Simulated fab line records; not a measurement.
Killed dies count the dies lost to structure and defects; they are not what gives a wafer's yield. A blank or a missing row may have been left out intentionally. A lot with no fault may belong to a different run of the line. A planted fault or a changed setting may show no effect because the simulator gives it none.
fab line records | flow n5-finfet
record lots=6 wafers=18 last-day=19
route steps=1938 shown BEOL_M1@833 BEOL_M2@841 BEOL_M4@1111 PASSIVATION@1936
lots that met no fault: taken from a fault-free run of the same line
start-h: hours from the record's opening day to when the first of the lot's shown wafers began | wait-h: hours since the lot's step before | " repeats the value in the row above | L1.1+2: a row that stands for several wafers | - value missing, or start not given | * or withheld: withheld | < > ~ a bound
route shown NAME@n: NAME is a module with steps in the file, n the number in the route of the first one | usual: mean/standard deviation of fault-free wafers | same: alike in all rows | chamber/n: place in a boat | sites: each site's reading | _std_site: their standard deviation | _edge_site: mean of outer sites minus mean of inner sites | radius-mm: for every site, how far away it sits from the centre of the wafer | mask NAME#n: copy n | behind: tool/chamber where the wafer was last shaped | hold: reason for holding the lot/hours on hold/outcome of the hold | device: whichever transistor did not switch (one of n, p or np) | end of line: the route-end tests of the same wafers | a step with no rows: only its recipe | killed: the dies lost at the first sort to structure and to defects; this is not the yield of the wafer | map: a wafer's dies, x killed, . not, _ none there
set.NAME: the setting that was run; set.NAME@STEP: the one run at that earlier step | model.NAME: the simulator's own value behind a step, which no gauge read
certain route steps with their lots: each step a table, each wafer a row
services: when a tool's chamber went out of use (start-h, in hours from the record's first day, below 0 if earlier), for how many hours, and the reason
## steps
# step N5_BEOL_M1_CMP_52
# recipe stop-on=SiOC t-overpolish-s=6.8 down-force-psi=1 platen-rpm=50 clearing-platen-down-force-psi=1.5 clearing-platen-rpm=50 post-cmp-clean=cu-alkaline target-thk-nm=40 clearing-platen-pad-velocity-m-s=0.99484 pad-velocity-m-s=0.99484
# usual barrier-field-endpoint-s=24.8/0.65 clearing-platen-rpm=50.005/0.023 head-pressure-psi=1.0000/0.0022 motor-current-A=6.3/0.57 overpolish-run-s=6.800/0.01 slurry-flow-ml-min=150.1/0.52 time-to-endpoint-s=61.1/2.5
# columns lot.wafer tool chamber start-h wait-h barrier-field-endpoint-s clearing-platen-rpm head-pressure-psi motor-current-A overpolish-run-s slurry-flow-ml-min time-to-endpoint-s
L792.3 cmp-03 2 155.33 0.2 25.4 49.995 1.0031 6.5 6.794 150.6 62.4
L792.1 " 0 " " 24.4 49.961 0.9979 7.0 6.782 150.2 61.6
L792.6 " 2 " " 24.9 50.034 0.9993 6.6 6.783 150.3 60.3
L794.1 cmp-03 2 159.09 0.3 24.5 50.015 1.0003 6.7 6.809 150.4 60.2
L794.4 " 3 " " 25.2 49.999 0.9991 5.8 6.800 149.1 62.2
L794.5 " 2 " " 24.8 49.950 1.0014 6.5 6.805 150.0 61.3
L804.1 cmp-03 1 216.72 0.5 23.3 49.984 0.9982 5.8 6.784 149.5 58.0
L804.3 " 3 " " 23.9 49.989 0.9983 5.9 6.792 150.9 61.5
L804.2 " 0 " " 25.2 50.022 0.9971 6.8 6.806 150.6 65.3
L805.1 cmp-03 1 217.79 0.5 25.5 49.988 1.0014 5.6 6.795 149.1 61.1
L805.5 " 0 " " 25.6 50.023 0.9989 7.1 6.803 150.4 61.6
L805.6 " 1 " " 25.0 50.008 0.9983 5.5 6.796 149.7 56.9
L813.4 cmp-02 3 260.71 0.2 24.5 49.996 1.0000 7.0 6.823 149.7 57.4
L813.1 " 1 " " 24.5 50.041 0.9989 6.1 6.794 149.7 61.0
L813.5 " 3 " " 24.4 49.963 0.9987 7.1 6.794 149.6 56.7
L814.2 cmp-03 1 269.45 0.4 24.0 50.038 0.9946 5.6 6.812 150.2 59.4
L814.1 " 3 " " 24.2 50.014 1.0004 5.9 6.802 150.4 58.5
L814.6 " 1 " " 24.4 49.971 1.0016 5.5 6.807 150.8 58.8
# step N5_BEOL_M1_THK_MEAS_53
# recipe thk-meas-gauge=xrf reads=Cu_of_BEOL_M1_ECD_50
# usual M1_THK=39.8/1.5
# columns lot.wafer tool chamber start-h wait-h M1_THK[nm]
L792.1 film-metro-01 - 155.59 - 37.8
L792.3 " - " " 36.1
L792.6 " - " " 38.4
L794.1 film-metro-02 - 159.35 - 39.0
L794.4 " - " " 41.6
L794.5 " - " " 40.9
L804.1 film-metro-01 - 217.02 - 37.5
L804.2 " - " " 40.0
L804.3 " - " " 39.1
L805.1 film-metro-01 - 218.05 - 40.9
L805.5 " - " " 42.2
L805.6 " - " " 42.0
L813.1 film-metro-02 - 260.97 - 41.1
L813.4 " - " " 41.0
L813.5 " - " " 40.7
L814.1 film-metro-02 - 269.75 - 40.3
L814.2 " - " " 39.6
L814.6 " - " " 41.2
# step N5_BEOL_M1_PRE_CLEAN_60
# recipe gas=NH3/H2 time-s=15 temp-c=* rf-power-w=300
# usual heater-power-w=92/18
# same time-s=15
# columns lot.wafer tool chamber start-h wait-h heater-power-w
L792.1 cvd-co-01 0 155.62 0.0 82
L792.3 " 2 " " 112
L792.6 " 2 " " 109
L794.1 cvd-co-02 0 159.38 0.0 85
L794.4 " 0 " " 84
L794.5 " 2 " " 77
L804.1 cvd-co-01 0 217.05 0.0 84
L804.2 " 1 " " 120
L804.3 " 2 " " 111
L805.1 cvd-co-01 0 218.09 0.0 83
L805.5 " 0 " " 83
L805.6 " 1 " " 117
L813.1 cvd-co-02 1 261.01 0.0 66
L813.4 " 1 " " 67
L813.5 " 2 " " 80
L814.1 cvd-co-01 1 269.78 0.0 114
L814.2 " 2 " " 110
L814.6 " 1 " " 115
# step N5_BEOL_M1_CO_CAP_55
# recipe material=Co target-thk-a=20 temp-c=200 precursor=CCTBA/H2 pressure-torr=30 time-s=102.1
# step N5_BEOL_M1_PRE_CLEAN_56
# recipe gas=NH3 time-s=15 temp-c=withheld rf-power-w=300
# step N5_BEOL_M1_DEP_57
# recipe material=SiCN target-thk-a=80 temp-c=withheld precursor=3MS/NH3 pressure-torr=3 rf-w=202 time-s=14
# usual showerhead-plenum-p-Torr=3.664/0.012 throttle-valve-pct=9.1/0.35
# same time-s=14
# columns lot.wafer tool chamber start-h wait-h showerhead-plenum-p-Torr throttle-valve-pct
L792.1 pecvd-04 1 155.78 0.0 3.687 9.2
L792.3 " 0 " " 3.659 9.3
L792.6 " 1 " " 3.689 8.9
L794.1 pecvd-04 0 159.54 0.0 3.653 9.0
L794.4 " 1 " " 3.689 9.1
L794.5 " 2 " " 3.661 8.7
L804.1 pecvd-04 1 217.26 0.1 3.682 9.3
L804.2 " 1 " " 3.691 9.1
L804.3 " 1 " " 3.692 9.1
L805.1 pecvd-03 1 218.26 0.0 3.665 9.1
L805.5 " 0 " " 3.659 9.3
L805.6 " 1 " " 3.664 9.3
L813.1 pecvd-03 1 261.16 0.0 3.672 9.1
L813.4 " 1 " " 3.668 9.1
L813.5 " 0 " " 3.660 9.3
L814.1 pecvd-02 1 269.94 0.0 3.665 9.8
L814.2 " 0 " " 3.639 9.5
L814.6 " 0 " " 3.642 9.6
# step N5_BEOL_M1_RS_MEAS_58
# recipe thk-meas-gauge=four-point-probe reads=Co_of_BEOL_M1_CO_CAP_55+Cu_of_BEOL_M1_ECD_50+Co_of_BEOL_M1_CVD_47+TaN_of_BEOL_M1_ALD_84
# usual M1_RS=0.68/0.032
# columns lot.wafer tool chamber start-h wait-h M1_RS[ohm/sq]
L792.1 film-metro-02 - 155.85 0.0 0.71
L792.3 " - " " 0.76
L792.6 " - " " 0.70
L794.1 film-metro-01 - 159.62 0.1 0.69
L794.4 " - " " 0.64
L794.5 " - " " 0.65
L804.1 film-metro-02 - 217.40 0.1 0.74
L804.2 " - " " 0.67
L804.3 " - " " 0.69
L805.1 film-metro-02 - 218.34 0.1 0.66
L805.5 " - " " 0.64
L805.6 " - " " 0.64
L813.1 film-metro-01 - 261.23 0.0 0.65
L813.4 " - " " 0.65
L813.5 " - " " 0.66
L814.1 film-metro-01 - 270.01 0.0 0.67
L814.2 " - " " 0.69
L814.6 " - " " 0.65
# step N5_BEOL_M1_INSPECT_59
# recipe inspect-instrument=darkfield mode=post-dep
# usual raw-defect-count=74/24
# columns lot.wafer tool chamber start-h wait-h raw-defect-count
L792.1 defect-inspect-02 - 155.87 0.0 98
L792.3 " - " " 66
L792.6 " - " " 59
L794.1 defect-inspect-01 - 159.65 0.0 82
L794.4 " - " " 92
L794.5 " - " " 51
L804.1 defect-inspect-02 - 217.42 0.0 46
L804.2 " - " " 98
L804.3 " - " " 36
L805.1 defect-inspect-02 - 218.37 0.0 88
L805.5 " - " " 63
L805.6 " - " " 55
L813.1 defect-inspect-01 - 261.26 0.0 114
L813.4 " - " " 78
L813.5 " - " " 154
L814.1 defect-inspect-02 - 270.03 0.0 79
L814.2 " - " " 131
L814.6 " - " " 45
# step N5_BEOL_M2_ILD_DEP_00
# recipe material=SiOC target-thk-a=790 temp-c=350 precursor=DEMS/O2 pressure-torr=5 rf-w=500 time-s=15.3
# step N5_BEOL_M2_THK_MEAS_01
# recipe reads=SiOC_of_BEOL_M2_ILD_DEP_00
# usual M2_ILD_THK=78.9/1.1
# columns lot.wafer tool chamber start-h wait-h M2_ILD_THK[nm]
L792.1 film-metro-01 - 155.98 0.0 79.0
L792.3 " - " " 78.5
L792.6 " - " " 79.4
L794.1 film-metro-02 - 159.80 0.0 78.3
L794.4 " - " " 77.9
L794.5 " - " " 78.2
L804.1 film-metro-02 - 217.53 0.0 80.0
L804.2 " - " " 78.5
L804.3 " - " " 79.5
L805.1 film-metro-02 - 218.47 0.0 79.4
L805.5 " - " " 80.6
L805.6 " - " " 80.5
L813.1 film-metro-01 - 261.36 0.0 77.0
L813.4 " - " " 78.6
L813.5 " - " " 78.3
L814.1 film-metro-01 - 270.14 0.0 77.7
L814.2 " - " " 78.9
L814.6 " - " " 78.5
# step N5_BEOL_M2_PECVD_72
# recipe material=SiO2 target-thk-a=160 temp-c=400 precursor=TEOS/O2 pressure-torr=5.5 rf-w=450 teos-flow-sccm=53.8 gas=O2 flow-sccm=3000 time-s=18
# usual heater-power-w=668/78 showerhead-plenum-p-Torr=8.81/0.047 throttle-valve-pct=22.4/0.77
# same time-s=18
# columns lot.wafer tool chamber start-h wait-h heater-power-w showerhead-plenum-p-Torr throttle-valve-pct
L792.1 pecvd-03 0 156.01 0.0 667 8.79 22.4
L792.3 " 2 " " 704 8.78 23.1
L792.6 " 2 " " 700 8.76 23.0
L794.1 pecvd-04 2 159.83 0.0 661 8.75 21.3
L794.4 " 0 " " 580 8.75 22.4
L794.5 " 2 " " 654 8.78 21.0
L804.1 pecvd-04 1 217.56 0.0 669 8.89 23.0
L804.2 " 1 " " 689 8.86 22.7
L804.3 " 1 " " 698 8.89 22.8
L805.1 pecvd-04 1 218.51 0.0 569 8.86 22.7
L805.5 " 1 " " 572 8.88 22.8
L805.6 " 1 " " 585 8.87 22.7
L813.1 pecvd-03 2 261.40 0.0 721 8.74 21.8
L813.4 " 1 " " 647 8.79 22.8
L813.5 " 2 " " 573 8.76 21.6
L814.1 pecvd-03 2 270.17 0.0 658 8.75 21.6
L814.2 " 0 " " 603 8.77 22.7
L814.6 " 1 " " 698 8.78 22.7
# step N5_BEOL_M2_HM_DEP_02
# recipe material=TiN target-thk-a=200 temp-c=25 chamber-pressure-pa=0.49996
# usual throttle-valve-pct=30.4/0.92
# columns lot.wafer tool chamber start-h wait-h throttle-valve-pct
L792.1 pvd-sputter-01 - 156.38 0.3 30.7
L792.3 " - " " 28.2
L792.6 " - " " 30.6
L794.1 pvd-sputter-02 - 161.44 1.6 30.4
L794.4 " - " " 29.9
L794.5 " - " " 30.2
L804.1 pvd-sputter-03 - 218.57 1.0 30.6
L804.2 " - " " 29.8
L804.3 " - " " 31.4
L805.1 pvd-sputter-01 - 219.17 0.6 28.3
L805.5 " - " " 28.2
L805.6 " - " " 30.5
L813.1 pvd-sputter-02 - 261.55 0.1 31.7
L813.4 " - " " 29.7
L813.5 " - " " 31.8
L814.1 pvd-sputter-01 - 270.42 0.2 30.4
L814.2 " - " " 30.4
L814.6 " - " " 30.0
# step N5_BEOL_M2_COAT_61
# recipe resist=SOC temp-c=250 time-s=60 spin-rpm=1500 resist-thk-nm=60
# usual exhaust-pa=45.1/0.9 plate-temp-C=249.98/0.15 run-length-s=66.36/0.24
# columns lot.wafer tool chamber start-h wait-h exhaust-pa plate-temp-C run-length-s
L792.1 litho-track-05 0 156.51 0.1 43.5 250.10 66.15
L792.3 " 0 " " 44.2 250.33 66.40
L792.6 " 0 " " 44.8 250.29 66.28
L794.1 litho-track-01 0 161.57 0.1 45.7 250.00 66.20
L794.4 " 0 " " 45.7 250.40 66.24
L794.5 " 0 " " 46.6 250.01 66.29
L804.1 litho-track-01 0 218.70 0.1 44.7 250.14 66.47
L804.2 " 0 " " 45.2 249.96 69.72
L804.3 " 0 " " 45.1 249.89 66.21
L805.1 litho-track-01 0 219.30 0.1 44.2 250.24 66.42
L805.5 " 0 " " 44.1 250.06 66.07
L805.6 " 0 " " 43.9 249.93 70.03
L813.1 litho-track-02 0 261.67 0.1 44.9 250.18 66.60
L813.4 " 0 " " 46.8 249.88 66.80
L813.5 " 0 " " 46.4 250.09 66.59
L814.1 litho-track-05 0 270.54 0.1 46.8 250.07 66.37
L814.2 " 0 " " 44.9 249.95 66.06
L814.6 " 0 " " 44.3 249.82 66.34
# step N5_BEOL_M2_COAT_62
# recipe resist=SiARC temp-c=220 time-s=60 spin-rpm=1500 resist-thk-nm=12
# step N5_BEOL_M4_RC_MEAS_101
# usual DIBL_N=36.6/1.9 DIBL_P=36.7/2.2 IOFF_N=0.16/0.035 IOFF_P=0.22/0.038 ION_N=672/14 ION_P=462/8.3 SS_N=71.6/0.65 SS_P=73.5/0.72 VT_N=250/3.5 VT_P=-250/3.1
# columns lot.wafer tool chamber start-h wait-h DIBL_N[mV/V] DIBL_P[mV/V] IOFF_N[nA/um] IOFF_P[nA/um] ION_N[uA/um] ION_P[uA/um] SS_N[mV/dec] SS_P[mV/dec] VT_N[mV] VT_P[mV]
L792.1 prober-02 0 202.49 0.0 36.8 35.4 0.15 0.20 691 476 71.5 72.8 247 -249
L792.3 " 0 " " 38.0 38.1 0.18 0.23 691 477 71.9 72.8 248 -249
L792.6 " 0 " " 37.3 35.9 0.16 0.21 689 472 71.9 72.7 248 -254
L794.1 prober-02 0 213.09 0.0 37.2 37.7 0.17 0.23 687 473 71.9 73.8 248 -251
L794.4 " 0 " " 37.3 38.8 0.18 0.25 663 464 72.0 73.3 249 -246
L794.5 " 0 " " 34.1 34.8 0.12 0.18 682 464 71.7 73.3 255 -252
L804.1 prober-01 0 271.92 0.0 36.7 36.6 0.16 0.21 663 456 72.2 73.3 249 -252
L804.2 " 0 " " 35.8 35.7 0.15 0.20 681 470 71.4 73.1 248 -252
L804.3 " 0 " " 34.7 34.2 0.13 0.18 677 462 71.1 73.0 253 -253
L805.1 prober-02 0 279.58 0.0 35.7 36.3 0.14 0.20 675 469 72.0 73.0 254 -251
L805.5 " 0 " " 35.3 36.2 0.14 0.20 676 470 70.9 72.9 252 -250
L805.6 " 0 " " 37.5 39.4 0.17 0.24 663 452 71.9 74.2 250 -249
L813.1 prober-02 0 319.66 0.0 36.6 36.0 0.16 0.23 682 472 71.7 72.4 248 -246
L813.4 " 0 " " 36.7 35.6 0.17 0.23 688 464 71.3 73.1 247 -248
L813.5 " 0 " " 37.7 38.1 0.19 0.28 692 478 71.9 73.1 246 -244
L814.1 prober-01 0 327.85 0.0 39.5 41.3 0.23 0.30 693 471 72.2 74.0 245 -245
L814.2 " 0 " " 34.9 35.8 0.13 0.19 670 464 71.5 73.0 251 -253
L814.6 " 0 " " 38.2 40.7 0.21 0.30 698 471 71.8 73.9 246 -245
# step N5_PASSIVATION_PROBE_49
# usual defect-limited-yield=91.6/1.4 killed_at_M0_to_M3=35/10 killed_at_M4_up=13/4.8 killed-at-contacts=12/7.2 killed-at-front-end=36/12 killed-at-other=4/3.1 killed-dies=100/17 killed-open=66/13 killed-short=32/7.3 sort_bin_5_function=5.0/0.94 sort_bin_6_memory=3.1/0.67 sort_bin_8_speed=0.01/0.047 sort-n-pass=1080/17
# same gross-dies=1180 killed-at-back-side=0 sort_bin_4_leakage[%]=0
# columns lot.wafer tool chamber start-h wait-h defect-limited-yield[%] killed_at_M0_to_M3 killed_at_M4_up killed-at-contacts killed-at-front-end killed-at-other killed-dies killed-open killed-short sort_bin_5_function[%] sort_bin_6_memory[%] sort_bin_8_speed[%] sort-n-pass
L792.1 prober-02 - 311.73 0.0 90.1 47 24 16 29 1 117 72 45 6.5 3.1 0 1063
L792.3 prober-02 - 311.83 0.1 90.3 51 12 21 27 3 114 77 33 5.6 3.4 0 1066
L792.6 prober-02 - 311.98 0.3 90.3 58 18 13 25 0 114 66 41 5.8 3.4 0 1066
L805.1 prober-02 - 407.17 0.0 92.1 39 18 6 28 2 93 72 19 4.8 2.9 0 1087
L805.5 prober-02 - 407.37 0.2 90.3 49 14 11 38 2 114 77 36 6.0 3.1 0 1066
L805.6 prober-02 - 407.42 0.3 93.6 30 22 5 18 0 75 52 22 4.3 1.9 0 1105
# killed by level:class
L792.1 BEOL_M0_SAQP:geometric-particle:short=14 BEOL_M4:geometric-particle:open=14 MOL_CONTACT_COAG:geometric-particle:open=13 BEOL_M0_SAQP:geometric-particle:open=13 FIN_SAQP:geometric-particle:open=8 FIN_SAQP:geometric-particle:short=6 BEOL_M3:geometric-particle:open=6 BEOL_M1:geometric-particle:short=5
L792.3 BEOL_M0_SAQP:geometric-particle:open=15 MOL_CONTACT_COAG:geometric-particle:open=14 BEOL_M3:geometric-particle:open=12 BEOL_M0_SAQP:geometric-particle:short=11 MOL_CONTACT_COAG:geometric-particle:short=7 BEOL_M1:geometric-particle:open=6 GATE_CUT:geometric-particle:short=5 BEOL_M2:geometric-particle:open=5
L792.6 BEOL_M0_SAQP:geometric-particle:short=17 BEOL_M2:geometric-particle:open=13 BEOL_M0_SAQP:geometric-particle:open=13 MOL_CONTACT_COAG:geometric-particle:open=10 BEOL_M3:geometric-particle:open=5 BEOL_M4:geometric-particle:open=5 BEOL_M8:geometric-particle:open=5 STARTING-WAFER:geometric-particle:short=5
L805.1 BEOL_M4:geometric-particle:open=12 BEOL_M0_SAQP:geometric-particle:open=9 BEOL_M3:geometric-particle:open=9 BEOL_M1:geometric-particle:open=7 BEOL_M0_SAQP:geometric-particle:short=6 BEOL_M2:geometric-particle:open=6 STI_FIN_REVEAL:geometric-particle:open=5 DUMMY_GATE:geometric-particle:open=5
L805.5 BEOL_M0_SAQP:geometric-particle:short=14 BEOL_M0_SAQP:geometric-particle:open=12 BEOL_M2:geometric-particle:open=12 FIN_SAQP:geometric-particle:open=10 STI_FIN_REVEAL:geometric-particle:open=7 MOL_CONTACT_COAG:geometric-particle:open=7 BEOL_M4:geometric-particle:open=6 MOL_CONTACT_COAG:geometric-particle:short=4
L805.6 BEOL_M4:geometric-particle:open=10 BEOL_M0_SAQP:geometric-particle:short=9 BEOL_M0_SAQP:geometric-particle:open=9 BEOL_M2:geometric-particle:open=6 MOL_CONTACT_COAG:geometric-particle:open=5 BEOL_M6:geometric-particle:open=4 GATE_CUT:geometric-particle:open=3 FIN_SAQP:geometric-particle:open=2
## services
# columns tool chamber start-h hours kind
pvd-sputter-02 - 134.88 5.2 repair
pecvd-03 2 135.26 2.1 scheduled-down
pvd-sputter-03 - 139.96 3.3 repair
pecvd-04 - 144.71 2.8 pm
cvd-co-02 0 145.23 8.1 repair
pvd-sputter-02 - 168.67 3.0 repair
cvd-co-01 - 172.67 4.3 pm
pecvd-02 - 173.23 2.2 repair
pecvd-03 - 193.06 0.3 repair
cmp-02 - 194.05 4.0 pm
pecvd-04 0 196.07 5.5 scheduled-down
cmp-03 - 200.62 13.4 pm
pecvd-02 1 202.50 1.8 repair
pecvd-04 0 207.47 14.5 repair
cvd-co-02 - 214.02 0.4 repair
pecvd-04 2 215.50 5.5 scheduled-down
pecvd-03 0 226.34 12.3 repair
cmp-03 - 237.49 1.0 repair
pecvd-02 - 240.29 0.7 repair
cmp-03 - 240.40 3.9 pm
pecvd-02 2 245.18 15.3 repair
cmp-03 - 250.66 1.3 repair
cvd-co-01 2 254.90 3.5 repair
cvd-co-02 - 255.23 0.4 repair
## key
first-sign step=N5_BEOL_M2_COAT_61 reading=run-length-s direction=up sigmas=15 usual=* struck=*
effect none on later readings
met-at N5_BEOL_M2_COAT_61
struck-wafers L804.2,L805.6
onset-between 161.57 218.70
fault kind=process-parameter-drift tool=litho-track-01 chamber=- onset-h=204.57 steps=N5_BEOL_M2_COAT_61 channel=time-s offset=* shape=step end-h=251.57 scope=struck-wafers-only acts-in=* stated=*
